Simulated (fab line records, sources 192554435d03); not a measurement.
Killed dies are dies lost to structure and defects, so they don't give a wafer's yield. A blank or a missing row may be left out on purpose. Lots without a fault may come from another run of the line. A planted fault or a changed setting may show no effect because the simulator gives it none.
Which tool did it? | flow n5_finfet | 9 lots, 27 wafers sampled, at 5 steps of a route of 1938

WHAT THE GAUGES READ, wafer by wafer
The record holds no reading of a measuring or inspecting step that can be judged against a usual standard deviation.

WHICH TOOL RAN EACH LOT (tool, then ch and the chambers of the sampled wafers, then the start)
lot  | N5_BEOL_M5_STRIP_36                | N5_MIM_BOT_LITHO_DESCUM_10         | N5_PASSIVATION_VIA_ETCH_13         | N5_PASSIVATION_DESCUM_46           | N5_PASSIVATION_PROBE_49
L655 | rie_diel-04 ch 0,2, day 9 01:05    | rie_diel-06 ch 1,3, day 13 01:24   | rie_diel-05 ch 1,2, day 13 04:37   | rie_diel-03 ch 0,2,3, day 13 08:29 | -
L656 | rie_diel-02 ch 0,1, day 9 19:17    | rie_diel-06 ch 0,1, day 13 18:26   | rie_diel-04 ch 1,2, day 13 20:08   | rie_diel-03 ch 1,2, day 14 01:07   | -
L657 | rie_diel-02 ch 0,1,3, day 10 01:08 | rie_diel-06 ch 0,1, day 13 18:43   | rie_diel-05 ch 0,1, day 13 22:19   | rie_diel-03 ch 0,2,3, day 14 01:59 | -
L658 | rie_diel-02 ch 0,3, day 10 05:08   | rie_diel-03 ch 0,2, day 14 00:58   | rie_diel-02 ch 1,2,3, day 14 05:25 | rie_diel-06 ch 1,2, day 14 08:35   | -
L662 | rie_diel-04 ch 0,1,3, day 11 21:18 | rie_diel-06 ch 0,2,3, day 15 12:16 | rie_diel-02 ch 1,2,3, day 15 14:22 | rie_diel-06 ch 0,2,3, day 15 17:48 | prober-01, day 15 21:16
L670 | rie_diel-02 ch 0,2,3, day 13 04:35 | rie_diel-01 ch 1,2,3, day 16 23:48 | rie_diel-02 ch 0,2,3, day 17 05:59 | rie_diel-06 ch 1,2,3, day 17 09:46 | -
L673 | rie_diel-05 ch 0,1,2, day 13 11:41 | rie_diel-06 ch 0,2,3, day 17 09:00 | rie_diel-05 ch 0,2, day 17 15:16   | rie_diel-03 ch 0,1,3, day 17 18:32 | -
L675 | rie_diel-05 ch 1,2, day 14 06:44   | rie_diel-01 ch 0,1,3, day 18 00:51 | rie_diel-04 ch 0,1,2, day 18 03:14 | rie_diel-06 ch 1,2,3, day 18 06:29 | -
L677 | rie_diel-04 ch 1,2,3, day 15 03:53 | rie_diel-06 ch 0,2,3, day 18 19:19 | rie_diel-02 ch 0,1,2, day 18 23:07 | rie_diel-06 ch 0,1, day 19 03:19   | -
- N5_BEOL_M5_STRIP_36: strips in N2/H2.
- N5_MIM_BOT_LITHO_DESCUM_10: chemistry O2, time 7.9 s.
- N5_PASSIVATION_VIA_ETCH_13: etches SiO2 in CHF3/O2, target depth 660 nm, time 330 s.
- N5_PASSIVATION_DESCUM_46: chemistry O2, time 7.9 s.
- N5_PASSIVATION_PROBE_49

WHAT THE TOOLS THEMSELVES READ (means of the sampled wafers that have a number; where no wafer has one, the mark that the record gives instead)
N5_BEOL_M5_STRIP_36. Usual: chamber_pressure_mTorr 20.00 mTorr, standard deviation 0.035; drypump_motor_current_A 5.7 A, standard deviation 0.47; oes_product_au 0.81 a.u., standard deviation 0.087; rf_vpp_V 59.4 V, standard deviation 1.4; showerhead_plenum_p_Torr 2.56 Torr, standard deviation 0.1; temp_c 40.00 C, standard deviation 0.11; throttle_valve_pct 23.8 %, standard deviation 0.3.
lot  | tool        | chamber_pressure_mTorr (mTorr) | drypump_motor_current_A (A) | oes_product_au (a.u.) | rf_vpp_V (V) | showerhead_plenum_p_Torr (Torr) | temp_c (C) | throttle_valve_pct (%) | flag
L655 | rie_diel-04 | 19.99                          | 5.3                         | 0.90                  | 59.9         | 2.71                            | 40.12      | 23.5                   |
L656 | rie_diel-02 | 20.02                          | 5.5                         | 0.78                  | 59.4         | 2.51                            | 39.93      | 23.8                   |
L657 | rie_diel-02 | 20.00                          | 5.5                         | 0.84                  | 58.2         | 2.50                            | 40.01      | 23.9                   |
L658 | rie_diel-02 | 20.01                          | 5.7                         | 0.84                  | 58.4         | 2.51                            | 40.06      | 24.0                   |
L662 | rie_diel-04 | 20.00                          | 5.4                         | 0.78                  | 59.2         | 2.55                            | 39.88      | 23.7                   |
L670 | rie_diel-02 | 20.00                          | 5.8                         | 0.80                  | 58.3         | 2.56                            | 40.00      | 23.9                   |
L673 | rie_diel-05 | 20.01                          | 5.7                         | 0.81                  | 57.9         | 2.57                            | 39.96      | 24.0                   |
L675 | rie_diel-05 | 20.01                          | 6.0                         | 0.71                  | 59.3         | 2.49                            | 40.11      | 24.1                   |
L677 | rie_diel-04 | 20.01                          | 5.8                         | 0.83                  | 59.7         | 2.53                            | 39.98      | 23.8                   |

N5_MIM_BOT_LITHO_DESCUM_10. Usual: chamber_pressure_mTorr 20.003 mTorr, standard deviation 0.022; drypump_motor_current_A 5.7 A, standard deviation 0.43; oes_product_au 0.82 a.u., standard deviation 0.081; rf_vpp_V 243.1 V, standard deviation 1.5; showerhead_plenum_p_Torr 2.09 Torr, standard deviation 0.083; temp_c 40.00 C, standard deviation 0.11; throttle_valve_pct 20.41 %, standard deviation 0.23.
lot  | tool        | chamber_pressure_mTorr (mTorr) | drypump_motor_current_A (A) | oes_product_au (a.u.) | rf_vpp_V (V) | showerhead_plenum_p_Torr (Torr) | temp_c (C) | throttle_valve_pct (%) | flag
L655 | rie_diel-06 | 19.994                         | 5.5                         | 0.85                  | 241.7        | 2.02                            | 40.13      | 20.34                  |
L656 | rie_diel-06 | 20.008                         | 5.8                         | 0.81                  | 242.0        | 2.02                            | 40.06      | 20.15                  |
L657 | rie_diel-06 | 20.003                         | 6.2                         | 0.77                  | 241.5        | 2.01                            | 39.95      | 20.37                  |
L658 | rie_diel-03 | 20.003                         | 5.5                         | 0.75                  | 242.8        | 2.07                            | 40.03      | 20.56                  |
L662 | rie_diel-06 | 19.990                         | 5.8                         | 0.80                  | 243.0        | 2.05                            | 40.05      | 20.50                  |
L670 | rie_diel-01 | 20.003                         | 5.5                         | 0.89                  | 242.9        | 2.12                            | 39.93      | 20.44                  |
L673 | rie_diel-06 | 19.980                         | 5.8                         | 0.79                  | 242.5        | 2.05                            | 39.97      | 20.54                  |
L675 | rie_diel-01 | 20.011                         | 5.4                         | 0.91                  | 243.9        | 2.14                            | 40.09      | 20.37                  |
L677 | rie_diel-06 | 19.997                         | 5.8                         | 0.77                  | 241.5        | 2.04                            | 39.99      | 20.56                  |

N5_PASSIVATION_VIA_ETCH_13. Usual: chamber_pressure_mTorr 29.997 mTorr, standard deviation 0.027; drypump_motor_current_A 5.6 A, standard deviation 0.41; etch_rf_on_time_s 236 s, standard deviation 5.2; oes_product_au 0.74 a.u., standard deviation 0.075; rf_vpp_V 528 V, standard deviation 8.8; showerhead_plenum_p_Torr 2.42 Torr, standard deviation 0.09; throttle_valve_pct 18.94 %, standard deviation 0.19.
lot  | tool        | chamber_pressure_mTorr (mTorr) | drypump_motor_current_A (A) | etch_rf_on_time_s (s) | oes_product_au (a.u.) | rf_vpp_V (V) | showerhead_plenum_p_Torr (Torr) | throttle_valve_pct (%) | flag
L655 | rie_diel-05 | 29.961                         | 6.0                         | 244                   | 0.64                  | 521          | 2.35                            | 19.09                  |
L656 | rie_diel-04 | 29.994                         | 5.8                         | 240                   | 0.78                  | 533          | 2.49                            | 19.05                  |
L657 | rie_diel-05 | 29.967                         | 6.0                         | 241                   | 0.70                  | 531          | 2.43                            | 18.97                  |
L658 | rie_diel-02 | 29.972                         | 5.6                         | 235                   | 0.76                  | 530          | 2.41                            | 18.91                  |
L662 | rie_diel-02 | 30.010                         | 5.5                         | 231                   | 0.76                  | 530          | 2.40                            | 18.93                  |
L670 | rie_diel-02 | 29.985                         | 5.7                         | 233                   | 0.79                  | 530          | 2.40                            | 18.87                  |
L673 | rie_diel-05 | 29.996                         | 5.4                         | 234                   | 0.76                  | 537          | 2.46                            | 18.80                  |
L675 | rie_diel-04 | 30.025                         | 5.3                         | 237                   | 0.74                  | 529          | 2.47                            | 18.94                  |
L677 | rie_diel-02 | 29.985                         | 5.5                         | 232                   | 0.78                  | 532          | 2.41                            | 18.93                  |

N5_PASSIVATION_DESCUM_46. Usual: chamber_pressure_mTorr 20.000 mTorr, standard deviation 0.019; drypump_motor_current_A 5.7 A, standard deviation 0.44; oes_product_au 0.82 a.u., standard deviation 0.077; rf_vpp_V 243.1 V, standard deviation 1.6; showerhead_plenum_p_Torr 2.09 Torr, standard deviation 0.085; temp_c 40.01 C, standard deviation 0.093; throttle_valve_pct 20.41 %, standard deviation 0.23.
lot  | tool        | chamber_pressure_mTorr (mTorr) | drypump_motor_current_A (A) | oes_product_au (a.u.) | rf_vpp_V (V) | showerhead_plenum_p_Torr (Torr) | temp_c (C) | throttle_valve_pct (%) | flag
L655 | rie_diel-03 | 19.996                         | 5.9                         | 0.78                  | 243.9        | 2.13                            | 39.98      | 20.45                  |
L656 | rie_diel-03 | 20.012                         | 5.7                         | 0.89                  | 244.0        | 2.16                            | 39.97      | 20.40                  |
L657 | rie_diel-03 | 20.013                         | 5.9                         | 0.78                  | 244.3        | 2.13                            | 39.92      | 20.45                  |
L658 | rie_diel-06 | 20.002                         | 5.4                         | 0.87                  | 242.8        | 2.10                            | 40.00      | 20.22                  |
L662 | rie_diel-06 | 19.979                         | 5.8                         | 0.80                  | 242.1        | 2.05                            | 40.01      | 20.51                  |
L670 | rie_diel-06 | 20.004                         | 5.4                         | 0.82                  | 242.5        | 2.05                            | 40.14      | 20.32                  |
L673 | rie_diel-03 | 20.012                         | 5.9                         | 0.85                  | 244.2        | 2.18                            | 40.14      | 20.38                  |
L675 | rie_diel-06 | 19.996                         | 5.4                         | 0.81                  | 242.5        | 2.04                            | 40.06      | 20.33                  |
L677 | rie_diel-06 | 20.006                         | 5.8                         | 0.77                  | 241.1        | 2.00                            | 39.96      | 20.23                  |

N5_PASSIVATION_PROBE_49. Usual: defect_limited_yield 91.1 %, standard deviation 1.5; killed_at_M0_to_M3 33, standard deviation 9.9; killed_at_M4_up 14, standard deviation 5.2; killed_at_contacts 12, standard deviation 6.7; killed_at_front_end 43, standard deviation 13; killed_at_other 3.4, standard deviation 2.7; killed_dies 105, standard deviation 17; killed_open 69, standard deviation 13; killed_short 33, standard deviation 7.5; sort_bin_5_function 5.2 %, standard deviation 0.91; sort_bin_6_memory 3.3 %, standard deviation 0.71; sort_n_pass 1075, standard deviation 17; sort_yield_pct 91.1 %, standard deviation 1.5.
lot  | tool      | defect_limited_yield (%) | killed_at_M0_to_M3 | killed_at_M4_up | killed_at_contacts | killed_at_front_end | killed_at_other | killed_dies | killed_open | killed_short | sort_bin_5_function (%) | sort_bin_6_memory (%) | sort_n_pass | sort_yield_pct (%) | flag
L662 | prober-01 | 88.8                     | 23                 | 50              | 13                 | 42                  | 4.3             | 133         | 68          | 25           | 7.3                     | 3.2                   | 1047        | 88.8               | OFF

THE ANSWER, worked out from the rows above alone
Rule: a lot is off if the mean of its wafers that have a number lies more than 3 standard deviations from the usual mean. A lot without any number at a reading at which 4 lots or more have one is off too. The other lots that the step has rows for count as sound. The gauges are gone through in route order, then the tools' own readings, and for those a lot's mean is taken as printed above. The first step at which some lot is off is used, and at that step the reading that is off furthest; a lot without a number counts as furthest.
Off: L662, at N5_PASSIVATION_PROBE_49 (killed_at_M4_up). Neither off nor sound, because the step has no rows for them: L655, L656, L657, L658, L670, L673, L675, L677.
A tool fits if, at that step or a process step before it, it ran every lot that is off, and no sound lot after the first of them. Can't be told from this: 4 tools fit, rie_diel-04 at N5_BEOL_M5_STRIP_36, rie_diel-06 at N5_MIM_BOT_LITHO_DESCUM_10 and N5_PASSIVATION_DESCUM_46, rie_diel-02 at N5_PASSIVATION_VIA_ETCH_13, prober-01 at N5_PASSIVATION_PROBE_49.

WHAT THE SIMULATOR HAD PUT IN
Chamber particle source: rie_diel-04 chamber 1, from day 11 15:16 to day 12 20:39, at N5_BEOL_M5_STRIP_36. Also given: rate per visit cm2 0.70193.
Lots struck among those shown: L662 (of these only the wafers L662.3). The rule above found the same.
